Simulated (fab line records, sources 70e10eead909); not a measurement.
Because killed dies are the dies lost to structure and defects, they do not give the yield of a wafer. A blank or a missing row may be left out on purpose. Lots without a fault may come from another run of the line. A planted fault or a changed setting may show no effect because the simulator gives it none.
fab line records | flow nand_harc | part 1 of 2: steps 1 to 26 of 37
record: lots: 5 wafers: 15 last_day: 25
route steps=1159 shown A_BONDPAD@1062 HYBRID_BOND@1094
lots that met no fault: from a run of the same line without faults
start_h: hours from the record's first day to the start of the lot's first wafer shown | wait_h: hours since the lot's step before | " unchanged from the row above | L1.1+2: several wafers, shown together as one row | - either no value or no given start | * or withheld: withheld | < > ~ a bound
route shown NAME@n: a module of which the file shows steps, and the number in the route of the first | usual: mean/standard deviation of fault-free wafers | same: alike in all rows | chamber/n: place in a boat | sites: readings site by site | _std_site: standard deviation across them | _edge_site: mean of outer sites minus mean of inner sites | radius_mm: how far each site lies from the wafer's centre | mask NAME#n: copy n | behind: tool/chamber where the wafer was last shaped | hold: why the lot went on hold/how many hours it stayed there/how the hold came to an end | device: names the non-switching transistor (n, p or np) | end of line: at the end of the route, the tests of the same wafers | step lacking rows: just its recipe | killed: at the first sort, the dies lost to defects and structure; wafer yield is something else | map: per-die view of a wafer (x killed, . not killed, _ where there is no die)
set.NAME: the setting as run; set.NAME@STEP: as run at that earlier step | model.NAME: the simulator's own value behind a step, which no gauge read
certain route steps with their lots: each step a table, each wafer a row
services: when a tool's chamber went out of use (start_h, in hours from the record's first day, below 0 if earlier), for how many hours, and the reason
== steps ==
step: NHARC_A_BONDPAD_SRD_31
columns lot.wafer tool chamber start_h wait_h
L074.1+6+4 wet_bench-10 3,6,7 407.77 0.0
L078.4+2+6 wet_bench-08 4,5,6 418.60 0.0
L079.3+2+4 wet_bench-08 3,7,0 445.90 0.0
L082.6+3+2 wet_bench-08 4,5,0 460.20 0.0
L096.3+6+5 wet_bench-10 2,4,6 552.60 0.0
step: NHARC_A_BONDPAD_DEHYDRATE_01
recipe: temp_c: 150 time_s: 120
columns lot.wafer tool chamber start_h wait_h
L074.1+4+6 litho_track-02 0 407.86 0.1
L078.2+4+6 litho_track-02 0 418.67 0.1
L079.2+3+4 litho_track-03 0 445.98 0.1
L082.2+3+6 litho_track-03 0 460.27 0.1
L096.3+5+6 litho_track-05 0 552.68 0.1
step: NHARC_A_BONDPAD_HMDS_02
recipe: time_s: 30
columns lot.wafer tool chamber start_h wait_h
L074.1+4+6 litho_track-02 0 - -
L078.2+4+6 litho_track-02 0 - -
L079.2+3+4 litho_track-03 0 - -
L082.2+3+6 litho_track-03 0 - -
L096.3+5+6 litho_track-05 0 - -
step: NHARC_A_BONDPAD_COAT_33
recipe: temp_c: 200 time_s: 65
columns lot.wafer tool chamber start_h wait_h
L074.1+4+6 litho_track-02 0 - -
L078.2+4+6 litho_track-02 0 - -
L079.2+3+4 litho_track-03 0 - -
L082.2+3+6 litho_track-03 0 - -
L096.3+5+6 litho_track-05 0 - -
step: NHARC_A_BONDPAD_COAT_03
recipe: spin_rpm: 2000 resist_thk_nm: 600
columns lot.wafer tool chamber start_h wait_h
L074.1+4+6 litho_track-02 0 - -
L078.2+4+6 litho_track-02 0 - -
L079.2+3+4 litho_track-03 0 - -
L082.2+3+6 litho_track-03 0 - -
L096.3+5+6 litho_track-05 0 - -
step: NHARC_A_BONDPAD_SOFTBAKE_04
recipe: temp_c: 125 time_s: 70
columns lot.wafer tool chamber start_h wait_h
L074.1+4+6 litho_track-02 0 - -
L078.2+4+6 litho_track-02 0 - -
L079.2+3+4 litho_track-03 0 - -
L082.2+3+6 litho_track-03 0 - -
L096.3+5+6 litho_track-05 0 - -
step: NHARC_A_BONDPAD_EBR_05
columns lot.wafer tool chamber start_h wait_h
L074.1+4+6 litho_track-02 0 - -
L078.2+4+6 litho_track-02 0 - -
L079.2+3+4 litho_track-03 0 - -
L082.2+3+6 litho_track-03 0 - -
L096.3+5+6 litho_track-05 0 - -
step: NHARC_A_BONDPAD_EXPOSE_06
recipe: na: 0.55 dose_mj: 36.99 mask_id: A_BPAD
columns lot.wafer tool chamber start_h wait_h mask
L074.1+4+6 krf_scanner-04 0 408.02 - A_BPAD#0
L078.2+4+6 krf_scanner-04 0 418.85 - A_BPAD#0
L079.2+3+4 krf_scanner-02 0 446.28 - A_BPAD#0
L082.2+3+6 krf_scanner-04 0 460.57 - A_BPAD#0
L096.3+5+6 krf_scanner-03 0 552.85 - A_BPAD#0
step: NHARC_A_BONDPAD_PEB_07
recipe: peb_temp_c: 128 peb_time_s: 80
columns lot.wafer tool chamber start_h wait_h
L074.1+4+6 litho_track-05 0 408.09 0.1
L078.2+4+6 litho_track-02 0 418.91 0.1
L079.2+3+4 litho_track-03 0 446.34 0.1
L082.2+3+6 litho_track-03 0 460.63 0.1
L096.3+5+6 litho_track-02 0 552.91 0.1
step: NHARC_A_BONDPAD_DEVELOP_08
recipe: time_s: 50 dev_temp_c: 22
columns lot.wafer tool chamber start_h wait_h
L074.1+4+6 litho_track-05 0 - -
L078.2+4+6 litho_track-02 0 - -
L079.2+3+4 litho_track-03 0 - -
L082.2+3+6 litho_track-03 0 - -
L096.3+5+6 litho_track-02 0 - -
step: NHARC_A_BONDPAD_CD_MEAS_09
recipe: target_cd_nm: 500 landing_energy_ev: 500
usual: cd_nm: 501.5/2.6
columns lot.wafer tool chamber start_h wait_h cd_nm
L074.1 cd_sem-02 0 408.18 - 503.6
L074.4 " 0 " " 504.3
L074.6 " 0 " " 503.0
L078.2 cd_sem-02 0 418.99 - 502.7
L078.4 " 0 " " 502.2
L078.6 " 0 " " 495.0
L079.2 cd_sem-02 0 446.43 - 500.2
L079.3 " 0 " " 501.3
L079.4 " 0 " " 502.7
L082.2 cd_sem-03 0 460.72 - 503.4
L082.3 " 0 " " 503.8
L082.6 " 0 " " 506.6
L096.3 cd_sem-03 0 553.00 - 496.3
L096.5 " 0 " " 500.4
L096.6 " 0 " " 500.5
step: NHARC_A_BONDPAD_OVL_MEAS_35
usual: overlay_x_nm: -1/6.9 overlay_y_nm: 0/6.5
columns lot.wafer tool chamber start_h wait_h overlay_x_nm overlay_y_nm
L074.1 overlay-02 - 408.26 - -11 7
L074.4 " - " " -11 8
L074.6 " - " " -11 7
L078.2 overlay-01 - 419.08 - 6 -1
L078.4 " - " " 6 0
L078.6 " - " " 6 -1
L079.2 overlay-01 - 446.51 - -11 2
L079.3 " - " " -11 2
L079.4 " - " " -11 2
L082.2 overlay-02 - 460.80 - -6 8
L082.3 " - " " -5 8
L082.6 " - " " -5 8
L096.3 overlay-01 - 553.08 - 4 0
L096.5 " - " " 4 -1
L096.6 " - " " 4 0
step: NHARC_A_BONDPAD_HARDBAKE_10
recipe: temp_c: 118 time_s: 65
columns lot.wafer tool chamber start_h wait_h
L074.1+4+6 litho_track-03 0 408.31 0.0
L078.2+4+6 litho_track-05 0 419.13 0.0
L079.2+3+4 litho_track-05 0 446.56 0.0
L082.2+3+6 litho_track-05 0 460.85 0.0
L096.3+5+6 litho_track-05 0 553.13 0.0
step: NHARC_A_BONDPAD_DESCUM_11
recipe: time_s: 3 o2_flow_sccm: 200 ar_flow_sccm: 0 bias_power_w: 0 chemistry: O2
usual: chamber_pressure_mTorr: 60.00/0.049 drypump_motor_current_A: 5.7/0.46 oes_product_au: 0.999/0.016 rf_vpp_V: 57.9/0.87 showerhead_plenum_p_Torr: 1.95/0.081 throttle_valve_pct: 11.311/0.0091
columns lot.wafer tool chamber start_h wait_h chamber_pressure_mTorr drypump_motor_current_A oes_product_au rf_hours_counter_h rf_vpp_V showerhead_plenum_p_Torr throttle_valve_pct
L074.4 rie_diel-03 3 408.39 - 59.97 5.8 0.985 0 56.4 2.03 11.312
L074.1 " 1 " " 59.92 5.1 1.003 0 59.3 2.01 11.310
L074.6 " 0 " " 59.98 5.8 1.004 - 58.6 1.82 11.304
L078.4 rie_diel-11 1 419.22 - 59.97 6.6 0.997 8 57.6 1.92 11.316
L078.2 " 2 " " 60.04 4.8 0.969 8 56.7 1.85 11.326
L078.6 " 0 " " 60.00 5.9 0.991 - 57.0 2.03 11.311
L079.4 rie_diel-11 0 446.64 - 59.88 5.9 0.985 14 57.5 2.02 11.329
L079.3 " 1 " " 60.05 6.6 1.004 15 57.0 1.92 11.320
L079.2 " 2 " " 60.03 4.8 0.976 14 57.7 1.85 11.312
L082.2 rie_diel-03 3 460.93 - 60.06 5.8 0.991 2 57.4 2.03 11.317
L082.3 " 0 " " 60.01 5.8 0.987 2 57.0 1.82 11.317
L082.6 " 3 " " 59.92 5.8 0.979 - 58.6 2.03 11.308
L096.3 rie_diel-03 2 553.21 - 60.02 5.7 0.988 5 57.4 1.96 11.297
L096.6 " 1 " " 60.03 5.1 1.018 - 58.1 2.01 11.312
L096.5 " 2 " " 59.98 5.7 0.980 - 57.3 1.96 11.307
step: NHARC_A_BONDPAD_ETCH_34
recipe: target_depth_a: 600 overetch_a: 180 time_s: 65.91 ion_energy_ev: 200 n2_flow_sccm: 150 h2_flow_sccm: 150 ar_flow_sccm: 0 rf_w: 400 bias_w: 150 chemistry: N2/H2
usual: chamber_pressure_mTorr: 29.998/0.024 drypump_motor_current_A: 5.7/0.48 oes_product_au: 0.998/0.015 rf_vpp_V: 431.5/2.5 showerhead_plenum_p_Torr: 2.08/0.088 throttle_valve_pct: 14.170/0.0091
columns lot.wafer tool chamber start_h wait_h chamber_pressure_mTorr drypump_motor_current_A oes_product_au rf_hours_counter_h rf_vpp_V showerhead_plenum_p_Torr throttle_valve_pct
L074.4 rie_diel-03 1 408.47 0.1 29.987 5.1 1.005 0 433.8 2.14 14.163
L074.1 " 0 " " 29.995 5.9 1.004 0 427.9 1.94 14.170
L074.6 " 1 " " 29.999 5.1 1.006 - 432.9 2.14 14.165
L078.2 rie_diel-11 2 419.29 0.1 29.980 4.8 0.975 8 428.5 1.97 14.148
L078.4 " 3 " " 29.991 6.3 1.003 8 429.2 1.99 14.177
L078.6 " 2 " " 30.022 4.8 0.966 - 426.8 1.97 14.168
L079.3 rie_diel-11 2 446.72 0.1 29.981 4.8 0.971 14 430.2 1.97 14.183
L079.4 " 3 " " 29.947 6.3 1.025 14 428.7 1.98 14.181
L079.2 " 0 " " 29.994 5.9 0.987 14 434.5 2.16 14.170
L082.3 rie_diel-03 0 461.01 0.1 29.957 5.8 1.000 2 428.0 1.94 14.175
L082.2 " 3 " " 30.014 5.8 0.990 2 434.2 2.17 14.173
L082.6 " 1 " " 29.972 5.1 1.005 - 432.6 2.14 14.172
L096.3 rie_diel-03 2 553.31 0.1 29.968 5.6 0.990 5 432.4 2.09 14.198
L096.6 " 3 " " 29.964 5.9 0.981 - 433.8 2.17 14.168
L096.5 " 0 " " 30.002 5.9 1.012 - 428.6 1.94 14.178
step: NHARC_A_BONDPAD_ETCH_12
recipe: target_depth_a: 2200 time_s: 110 chf3_flow_sccm: 50 o2_flow_sccm: 10 ar_flow_sccm: 200 rf_w: 500 bias_w: 200 chemistry: CHF3/O2
usual: chamber_pressure_mTorr: 25.002/0.023 drypump_motor_current_A: 5.7/0.48 oes_product_au: 0.949/0.026 rf_vpp_V: 371.4/2.3 showerhead_plenum_p_Torr: 2.44/0.1 throttle_valve_pct: 20.572/0.0093
columns lot.wafer tool chamber start_h wait_h chamber_pressure_mTorr drypump_motor_current_A oes_product_au rf_hours_counter_h rf_vpp_V showerhead_plenum_p_Torr throttle_valve_pct
L074.1 rie_diel-03 3 - - 25.021 5.8 0.954 0 373.7 2.55 20.561
L074.4 " 0 " " 25.034 5.9 0.973 0 368.2 2.29 20.561
L074.6 " 3 " " 24.980 5.8 0.966 - 373.1 2.55 20.581
L078.4 rie_diel-11 3 - - 25.006 6.3 0.977 8 370.0 2.34 20.565
L078.2 " 1 " " 24.971 6.6 0.977 8 370.9 2.41 20.576
L078.6 " 3 " " 24.987 6.3 0.985 - 369.2 2.34 20.573
L079.4 rie_diel-11 3 - - 24.993 6.3 0.944 14 370.3 2.34 20.560
L079.2 " 0 " " 25.030 5.9 0.917 14 372.8 2.53 20.569
L079.3 " 1 " " 24.994 6.6 0.916 15 369.5 2.41 20.580
L082.2 rie_diel-03 1 - - 24.969 5.1 0.997 2 373.8 2.51 20.574
L082.3 " 2 " " 24.972 5.6 0.948 2 370.5 2.46 20.581
L082.6 " 3 " " 24.998 5.8 0.953 - 371.8 2.55 20.556
L096.3 rie_diel-03 2 - - 24.978 5.7 0.957 5 370.4 2.46 20.582
L096.6 " 3 " " 24.979 5.9 0.966 - 374.0 2.55 20.594
L096.5 " 0 " " 24.973 5.9 0.992 - 368.4 2.29 20.577
step: NHARC_A_BONDPAD_CD_MEAS_13
usual: cd_nm: 501.0/2.8
columns lot.wafer tool chamber start_h wait_h cd_nm
L074.1 cd_sem-03 - 408.70 - 503.2
L074.4 " - " " 505.6
L074.6 " - " " 502.8
L078.2 cd_sem-01 - 419.52 - 501.2
L078.4 " - " " 504.2
L078.6 " - " " 495.7
L079.2 cd_sem-02 - 446.96 - 498.6
L079.3 " - " " 499.8
L079.4 " - " " 504.1
L082.2 cd_sem-01 - 461.24 - 502.6
L082.3 " - " " 502.5
L082.6 " - " " 506.7
L096.3 cd_sem-02 - 553.53 - 494.7
L096.5 " - " " 500.3
L096.6 " - " " 499.1
step: NHARC_A_BONDPAD_STRIP_15
recipe: o2_flow_sccm: 500 ar_flow_sccm: 0 bias_w: 0 chemistry: O2
usual: chamber_pressure_mTorr: 60.00/0.051 drypump_motor_current_A: 5.7/0.42 oes_product_au: 1.000/0.015 rf_vpp_V: 58.0/0.87 showerhead_plenum_p_Torr: 3.61/0.13 throttle_valve_pct: 17.036/0.0096
columns lot.wafer tool chamber start_h wait_h chamber_pressure_mTorr drypump_motor_current_A oes_product_au rf_hours_counter_h rf_vpp_V showerhead_plenum_p_Torr throttle_valve_pct
L074.1 rie_diel-13 0 408.80 0.1 60.01 5.5 1.025 51 57.3 3.74 17.048
L074.4 " 2 " " 59.95 6.5 1.004 47 57.2 3.28 17.048
L074.6 " 0 " " 59.98 5.5 1.010 - 57.6 3.74 17.036
L078.4 rie_diel-11 0 419.63 0.1 60.04 5.9 0.985 8 57.8 3.72 17.030
L078.2 " 1 " " 59.93 6.6 1.006 8 57.3 3.54 17.023
L078.6 " 2 " " 59.98 4.8 0.975 - 57.0 3.42 17.040
L079.3 rie_diel-03 1 447.03 0.1 60.03 5.1 1.012 2 58.2 3.69 17.029
L079.4 " 2 " " 60.03 5.7 0.983 1 56.9 3.61 17.041
L079.2 " 3 " " 60.01 5.8 1.003 1 59.1 3.74 17.039
L082.3 rie_diel-03 2 461.32 0.1 59.99 5.7 0.979 2 57.6 3.61 17.023
L082.2 " 3 " " 59.99 5.8 0.999 2 56.6 3.74 17.039
L082.6 " 3 " " 59.93 5.8 0.980 - 59.2 3.74 17.038
L096.3 rie_diel-03 0 553.63 0.1 59.98 5.9 1.011 5 56.9 3.37 17.030
L096.5 " 2 " " 59.95 5.7 0.989 - 59.1 3.61 17.052
L096.6 " 3 " " 59.92 5.8 0.979 - 57.4 3.73 17.047
step: NHARC_A_BONDPAD_ETCH_24
recipe: target_depth_a: 300 over_etch_frac: 0.3 time_s: 72.99 ion_energy_ev: 150 cf4_flow_sccm: 50 n2_flow_sccm: 100 ar_flow_sccm: 150 rf_w: 300 bias_w: 100 chemistry: CF4/N2
usual: chamber_pressure_mTorr: 30.00/0.036 drypump_motor_current_A: 5.7/0.44 oes_product_au: 1.000/0.014 rf_vpp_V: 315.0/2 showerhead_plenum_p_Torr: 2.68/0.11 throttle_valve_pct: 19.794/0.0094
columns lot.wafer tool chamber start_h wait_h chamber_pressure_mTorr drypump_motor_current_A oes_product_au rf_hours_counter_h rf_vpp_V showerhead_plenum_p_Torr throttle_valve_pct
L074.4 rie_diel-13 1 - - 29.96 5.3 1.007 47 314.5 2.71 19.789
L074.1 " 2 " " 30.04 6.5 1.015 47 310.4 2.43 19.781
L074.6 " 3 " " 29.98 6.3 1.023 - 316.3 2.71 19.795
L078.4 rie_diel-11 2 - - 30.01 4.8 0.977 8 311.4 2.54 19.822
L078.2 " 3 " " 30.02 6.3 1.019 8 314.2 2.56 19.795
L078.6 " 1 " " 30.01 6.6 1.001 - 313.5 2.64 19.789
L079.2 rie_diel-03 3 - - 29.99 5.8 0.998 1 317.5 2.78 19.791
L079.4 " 0 " " 30.00 5.9 1.006 1 311.8 2.51 19.785
L079.3 " 2 " " 30.00 5.7 0.996 1 315.2 2.69 19.786
L082.2 rie_diel-03 3 - - 30.01 5.8 0.993 2 316.5 2.78 19.801
L082.3 " 0 " " 30.03 5.8 0.998 2 312.2 2.51 19.812
L082.6 " 3 " " 29.98 5.8 0.995 - 317.5 2.78 19.777
L096.3 rie_diel-03 1 - - 30.00 5.1 1.010 6 314.3 2.75 19.798
L096.5 " 3 " " 30.02 5.8 0.985 - 315.8 2.78 19.801
L096.6 " 0 " " 29.98 5.9 1.004 - 313.1 2.51 19.780
step: NHARC_A_BONDPAD_STRIP_16
recipe: time_s: 600 temp_c: 30 chemistry: post_etch_residue_remover
columns lot.wafer tool chamber start_h wait_h
L074.6+1+4 wet_bench-10 1,3,6 409.07 -
L078.2+4+6 wet_bench-10 2,4,5 419.91 -
L079.3+2+4 wet_bench-08 6,0,3 447.31 -
L082.3+2+6 wet_bench-08 0,1,2 461.60 -
L096.6+5+3 wet_bench-10 1,3,6 553.87 -
step: NHARC_A_BONDPAD_DEGAS_25
recipe: temp_c: 300 time_s: 60
usual: heater_power_w: 483/58
columns lot.wafer tool chamber start_h wait_h heater_power_w
L074.4 pvd_sputter-03 - 409.35 - 507
L074.1 " - " " 512
L074.6 " - " " 365
L078.4 pvd_sputter-03 - 420.18 - 528
L078.2 " - " " 465
L078.6 " - " " 536
L079.2 pvd_sputter-01 - 447.58 - 452
L079.3 " - " " 480
L079.4 " - " " 481
L082.2 pvd_sputter-02 - 461.88 - 546
L082.3 " - " " 472
L082.6 " - " " 602
L096.3 pvd_sputter-01 - 554.15 - 479
L096.6 " - " " 430
L096.5 " - " " 478
step: NHARC_A_BONDPAD_PRE_CLEAN_26
recipe: time_s: 30 temp_c: 280 gas: H2/He
usual: heater_power_w: 427/49
columns lot.wafer tool chamber start_h wait_h heater_power_w
L074.1 pvd_sputter-03 - - - 461
L074.4 " - " " 409
L074.6 " - " " 437
L078.4 pvd_sputter-03 - - - 414
L078.2 " - " " 459
L078.6 " - " " 450
L079.3 pvd_sputter-01 - - - 404
L079.4 " - " " 433
L079.2 " - " " 427
L082.2 pvd_sputter-02 - - - 480
L082.3 " - " " 398
L082.6 " - " " 509
L096.3 pvd_sputter-01 - - - 412
L096.5 " - " " 406
L096.6 " - " " 417
step: NHARC_A_BONDPAD_PVD_17
recipe: target_thk_a: 50 bias_v: 168.6 power_w: 15000 chamber_pressure_pa: 0.12 time_s: 8.06 substrate_temp_c: 50 material: TaN
usual: bias_v: 168.6/1.8 substrate_temp_c: 50.01/0.11 throttle_valve_pct: 30.3/1.2
columns lot.wafer tool chamber start_h wait_h bias_v substrate_temp_c throttle_valve_pct
L074.1 pvd_sputter-03 - - - 166.9 49.99 31.7
L074.4 " - " " 170.2 49.86 30.1
L074.6 " - " " 169.0 50.10 32.8
L078.4 pvd_sputter-03 - - - 168.4 50.10 31.5
L078.2 " - " " 167.3 50.12 29.7
L078.6 " - " " 169.2 49.83 32.5
L079.2 pvd_sputter-01 - - - 167.5 49.90 29.1
L079.4 " - " " 169.2 50.00 28.6
L079.3 " - " " 168.6 49.96 29.3
L082.3 pvd_sputter-02 - - - 168.3 50.09 30.4
L082.2 " - " " 168.6 50.02 29.0
L082.6 " - " " 168.8 50.02 31.4
L096.3 pvd_sputter-02 - 554.28 - 166.6 49.92 30.3
L096.6 " - " " 168.6 50.03 30.2
L096.5 " - " " 167.6 49.98 29.7
step: NHARC_A_BONDPAD_PVD_27
recipe: target_thk_a: 300 chamber_pressure_pa: 5 power_w: 5000 substrate_temp_c: 30 time_s: 20.49 material: Cu
usual: substrate_temp_c: 30.01/0.11 throttle_valve_pct: 30.4/1.2
columns lot.wafer tool chamber start_h wait_h substrate_temp_c throttle_valve_pct
L074.4 pvd_sputter-03 - - - 29.86 32.7
L074.1 " - " " 29.88 30.1
L074.6 " - " " 29.99 32.7
L078.4 pvd_sputter-03 - - - 29.90 31.6
L078.2 " - " " 30.00 32.8
L078.6 " - " " 30.00 31.4
L079.4 pvd_sputter-01 - - - 30.06 28.7
L079.3 " - " " 29.90 29.7
L079.2 " - " " 30.14 29.5
L082.3 pvd_sputter-02 - - - 29.92 29.0
L082.2 " - " " 30.05 30.5
L082.6 " - " " 29.84 29.2
L096.3 pvd_sputter-02 - 554.54 0.2 29.86 29.7
L096.6 " - " " 30.04 29.4
L096.5 " - " " 30.06 31.6
step: NHARC_A_BONDPAD_ECD_18
recipe: target_thk_a: 4000 bath_temp_c: 25 material: Cu
columns lot.wafer tool chamber start_h wait_h
L074.1+4+6 ecd_cu-01 0 409.75 -
L078.2+4+6 ecd_cu-01 0,1,0 420.60 -
L079.2+3+4 ecd_cu-02 1,0,1 448.01 -
L082.2+3+6 ecd_cu-02 0,1,0 462.27 -
L096.3+5+6 ecd_cu-01 0,1,0 554.83 0.3
step: NHARC_A_BONDPAD_ANNEAL_28
recipe: temp_c: 225 time_s: 90
usual: wafer_temp_C_max: 226.1/0.4
columns lot.wafer tool chamber start_h wait_h wafer_temp_C_max
L074.1 rtp_anneal-02 0 410.08 - 225.9
L074.4 " 0 " " 225.7
L074.6 " 0 " " 225.6
L078.2 rtp_anneal-02 0 420.98 0.3 225.9
L078.4 " 0 " " 225.9
L078.6 " 0 " " 226.0
L079.2 rtp_anneal-02 0 448.39 - 225.7
L079.3 " 0 " " 226.0
L079.4 " 0 " " 225.4
L082.2 rtp_anneal-01 0 462.65 - 225.9
L082.3 " 0 " " 226.5
L082.6 " 0 " " 227.2
L096.3 rtp_anneal-01 0 555.16 - 227.0
L096.5 " 0 " " 226.3
L096.6 " 0 " " 226.1
